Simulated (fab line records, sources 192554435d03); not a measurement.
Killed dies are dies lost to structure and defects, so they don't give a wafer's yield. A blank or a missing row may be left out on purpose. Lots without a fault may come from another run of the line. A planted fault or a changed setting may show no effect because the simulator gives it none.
Split-lot experiment | flow n5_finfet | 7 lots, 39 wafers read, on a route of 1938 steps

THE SPLIT
At N5_SD_EPI_P_DEVELOP_08 (develop time 30 s), the setting develop_time_s was moved away from the recipe's 30 s on 15 of the 39 wafers read, by -59.5% to +48.7%. The other wafers ran this setting at the recipe's value.

The file shows no step between the split and the reading.

THE READING
cd_nm, in nm, at N5_SD_EPI_P_CD_MEAS_09 (target cd 240 nm). Fault-free wafers of this fab line usually give 240.0 nm, standard deviation 0.98 nm.

wafer  | tool, chamber at the split | develop_time_s as run, s | against the recipe | cd_nm, nm | against lot-mates on the recipe
L076.1 | litho_track-03, 0          | 14.48                    | -51.7%             | 236.5     | -4.5
L076.2 | litho_track-03, 0          | 30                       | recipe             | 240.9     | -
L076.3 | litho_track-03, 0          | 14.48                    | -51.7%             | 237.3     | -3.7
L076.4 | litho_track-03, 0          | 30                       | recipe             | 240.7     | -
L076.5 | litho_track-03, 0          | 30                       | recipe             | 241.4     | -
L076.6 | litho_track-03, 0          | 14.48                    | -51.7%             | 236.0     | -5.0
L083.1 | litho_track-03, 0          | 30                       | recipe             | 239.4     | -
L083.2 | litho_track-03, 0          | 30                       | recipe             | 239.2     | -
L083.3 | litho_track-03, 0          | 43.68                    | +45.6%             | 241.7     | +2.7
L083.4 | litho_track-03, 0          | 30                       | recipe             | 238.5     | -
L083.5 | litho_track-03, 0          | 43.68                    | +45.6%             | 242.3     | +3.3
L083.6 | litho_track-03, 0          | 43.68                    | +45.6%             | 240.9     | +1.9
L084.1 | litho_track-03, 0          | 30                       | recipe             | 238.9     | -
L084.2 | litho_track-03, 0          | 30                       | recipe             | 239.9     | -
L084.3 | litho_track-03, 0          | 30                       | recipe             | 239.2     | -
L084.4 | litho_track-03, 0          | 30                       | recipe             | 240.4     | -
L084.5 | litho_track-03, 0          | 30                       | recipe             | 239.4     | -
L084.6 | litho_track-03, 0          | 30                       | recipe             | 239.6     | -
L085.2 | litho_track-02, 0          | 30                       | recipe             | 239.7     | -
L085.4 | litho_track-02, 0          | 30                       | recipe             | 238.2     | -
L085.5 | litho_track-02, 0          | 30                       | recipe             | 240.1     | -
L088.1 | litho_track-01, 0          | 30                       | recipe             | 240.1     | -
L088.2 | litho_track-01, 0          | 44.62                    | +48.7%             | 243.3     | +2.3
L088.3 | litho_track-01, 0          | 30                       | recipe             | 241.8     | -
L088.4 | litho_track-01, 0          | 44.62                    | +48.7%             | 243.2     | +2.2
L088.5 | litho_track-01, 0          | 30                       | recipe             | 241.1     | -
L088.6 | litho_track-01, 0          | 44.62                    | +48.7%             | 241.9     | +0.9
L091.1 | litho_track-03, 0          | 12.14                    | -59.5%             | 234.3     | -5.7
L091.2 | litho_track-03, 0          | 30                       | recipe             | 239.7     | -
L091.3 | litho_track-03, 0          | 30                       | recipe             | 239.3     | -
L091.4 | litho_track-03, 0          | 30                       | recipe             | 241.0     | -
L091.5 | litho_track-03, 0          | 12.14                    | -59.5%             | 234.2     | -5.8
L091.6 | litho_track-03, 0          | 12.14                    | -59.5%             | 235.4     | -4.6
L097.1 | litho_track-03, 0          | 30                       | recipe             | 240.4     | -
L097.2 | litho_track-03, 0          | 30                       | recipe             | 240.8     | -
L097.3 | litho_track-03, 0          | 37.73                    | +25.8%             | 241.6     | +0.7
L097.4 | litho_track-03, 0          | 37.73                    | +25.8%             | 242.1     | +1.2
L097.5 | litho_track-03, 0          | 37.73                    | +25.8%             | 241.6     | +0.7
L097.6 | litho_track-03, 0          | 30                       | recipe             | 241.6     | -

THE FIT
A straight line over all 39 wafers: cd_nm changes by +0.0665 nm for each +1% of develop_time_s; r = +0.90; the points scatter about the line by 0.99 nm.
The same after taking each lot's own level away (the mean of its wafers on the recipe; 39 wafers): +0.0686 nm for each +1%; r = +0.93; scatter 0.8 nm.
On that fit, the largest move of develop_time_s shifts the reading by 4.1 nm.
The lots' own levels span 239.03 to 241.00 nm, that is 2.0 times the standard deviation above.
So the lot-to-lot level changes the slope little: the two slopes agree.
Check: with one of the wafers moved furthest among these (-59.5%) left out of the fit, the line predicts -4.3 nm for it against its lot-mates. It came out at -5.7 nm against them.

OTHER SPLITS ON THESE WAFERS
These wafers also went through other splits before the reading. Each is held against what the fit with the lots' levels taken away leaves over:
other split on the same wafers | wafers away from the commonest value | r with cd_nm (lot level and that fit taken away)
N5_ZERO_LAYER_PECVD_02 time_s  | 15                                   | +0.04

THE WHOLE CHAIN: every reading that the file lists as answering this split, in the file's order
step                   | what it does                                           | reading                                                         | change (the file's fit)                | r (the file's)
N5_SD_EPI_P_CD_MEAS_09 | target cd 240 nm                                       | cd_nm                                                           | +0.0681 nm for each +1% of the setting | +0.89
N5_SD_EPI_P_DESCUM_14  | chemistry O2, time 7.9 s                               | SD_EPI_P.cd_nm (the simulator's own value, which no gauge read) | +0.0633 nm for each +1% of the setting | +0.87
N5_SD_EPI_P_ETCH_36    | etches SiARC in CF4, target depth 45.5 nm, time 75.8 s | SD_EPI_P.cd_nm (the simulator's own value, which no gauge read) | +0.0659 nm for each +1% of the setting | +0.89

THE FILE'S OWN FIT
cd_nm changes by +0.0681 nm for each +1% of develop_time_s, r = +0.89.
